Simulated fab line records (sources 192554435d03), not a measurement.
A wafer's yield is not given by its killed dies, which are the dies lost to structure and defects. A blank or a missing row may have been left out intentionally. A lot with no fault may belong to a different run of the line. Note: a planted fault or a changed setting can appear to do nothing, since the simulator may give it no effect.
Comparing a struck lot with a sound one    flow n5_finfet    16 out of 1938 route steps
Sound: these wafers, L990.3, L990.4, L990.5. The struck wafers were L103.2, L103.5, L103.6. The cause is named last.
Per side, at each step with rows, come the tool, then ch with its chambers, and then its first start. Under that, the readings that differ: sound wafers    struck wafers    difference of the means    sigmas: that difference in standard deviations of wafers without a fault.
alike: readings whose means differ by less than 2 such deviations, and words and numbers that are the same on both sides. not compared: withheld readings, readings that some wafer has no value for, bounds like >300 that may hide the same value, and numbers for which the record gives no deviation and whose values overlap.
A row with sigmas, a row that says differs or no value, or rows on one side alone: a step with any of these is where the two part. When numbers do not overlap yet have no deviation, they are printed without sigmas and do not part them. Lack of a reading on every wafer of one side parts them only where that side has two or more wafers.

first, 1 step without rows for these wafers: N5_ZERO_LAYER_HARDBAKE_23 (time 120 s).
N5_ZERO_LAYER_CD_MEAS_11 targets a cd of 2000 nm.
  sound on cd_sem-01 ch 0, day 3 00:52; struck on cd_sem-01 ch 0, day 6 06:38
  alike: cd_nm
N5_ZERO_LAYER_DESCUM_16: chemistry O2, time 7.9 s.
  sound on rie_diel-02 ch 2,3, day 3 00:59; struck on rie_diel-03 ch 1,3, day 6 07:04
  alike: drypump_motor_current_A, oes_product_au, rf_vpp_V, showerhead_plenum_p_Torr, throttle_valve_pct
  not compared: rf_hours_counter_h
N5_ZERO_LAYER_ETCH_17: etches SiO2 in CF4, target depth 12 nm, time 13.3 s.
  sound on rie_diel-02 ch 2,3, day 3 01:02; struck on rie_diel-03 ch 1,3, day 6 07:05
  alike: drypump_motor_current_A, oes_product_au, rf_vpp_V, showerhead_plenum_p_Torr, throttle_valve_pct
  not compared: rf_hours_counter_h
N5_ZERO_LAYER_ETCH_18: etches Si in HBr/Cl2, target depth 120 nm, time 40 s.
  sound on rie_si-01 ch 0,3, day 3 01:06; struck on rie_si-05 ch 0,1,2, day 6 07:10
  alike: drypump_motor_current_A, oes_product_au, throttle_valve_pct
  not compared: rf_hours_counter_h
N5_ZERO_LAYER_STRIP_24: strips in O2.
  sound on plasma_asher-02 ch 0,1, day 3 01:14; struck on plasma_asher-02 ch 0,1, day 6 07:17
  alike: drypump_motor_current_A, heater_power_w, oes_product_au, strip_time_to_endpoint_s
  not compared: rf_hours_counter_h
then, 1 step without rows for these wafers: N5_ZERO_LAYER_STRIP_19 (strips in SPM, time 900 s).
N5_ZERO_LAYER_INSPECT_20: inspects for defects (darkfield).
  sound on defect_inspect-01 at day 3 01:35; struck on defect_inspect-02 at day 6 07:38
  alike: raw_defect_count
then, 4 steps without rows for these wafers: N5_WELL_APT_HMDS_01 (time 60 s); N5_WELL_APT_COAT_02 (resist thk 950 nm); N5_WELL_APT_EBR_04; N5_WELL_APT_SOFTBAKE_03 (time 60 s).
N5_WELL_APT_EXPOSE_05: exposes mask NWELL, defocus 0 nm, target cd 200 nm.
  sound on krf_scanner-01 ch 0, day 3 01:43; struck on krf_scanner-01 ch 0, day 6 07:46
reading                           sound                    struck                difference  sigmas
model.WELL_APT.overlay_x_nm (nm)  -0.1284 -0.1284 -0.1284  0.2991 0.2991 0.2991  +0.4275     
  alike: mask
then, 1 step without rows for these wafers: N5_WELL_APT_PEB_06 (peb time 90 s).
-- here the record skips 7 days between the struck wafers' starts before and after, leaving off in module WELL_APT and picking up in module BEOL_M4 (first step shown: number 1111 of the route) --
N5_BEOL_M4_RC_MEAS_101:
  sound on prober-02 ch 0, day 10 00:11; struck on prober-02 ch 0, day 12 23:31
reading         sound           struck          difference  sigmas
IOFF_P (nA/um)  0.21 0.17 0.21  0.26 0.34 0.24  +0.08       +2
SS_N (mV/dec)   71.3 70.1 70.8  72.0 72.3 71.5  +1.2        +2
  alike: DIBL_N, DIBL_P, IOFF_N, ION_N, ION_P, SS_P, VT_N, VT_P
-- record jumps: 5 days separate the struck wafers' starts on either side; left off in module BEOL_M4, taken up again in module PASSIVATION, whose first shown step is the route's number 1936 --
N5_PASSIVATION_PROBE_49:
  sound on prober-02 at day 14 03:11; struck on prober-01 at day 17 12:21
  alike: defect_limited_yield, killed_at_M0_to_M3, killed_at_M4_up, killed_at_contacts, killed_at_front_end, killed_at_other, killed_dies, killed_open, killed_short, sort_bin_5_function, sort_bin_6_memory, sort_n_pass, sort_yield_pct

## WHERE THEY PART
Only at N5_BEOL_M4_RC_MEAS_101, within this record. Later steps at which nothing parts them and some readings are alike: N5_PASSIVATION_PROBE_49.

WHY: what had been put in by the simulator
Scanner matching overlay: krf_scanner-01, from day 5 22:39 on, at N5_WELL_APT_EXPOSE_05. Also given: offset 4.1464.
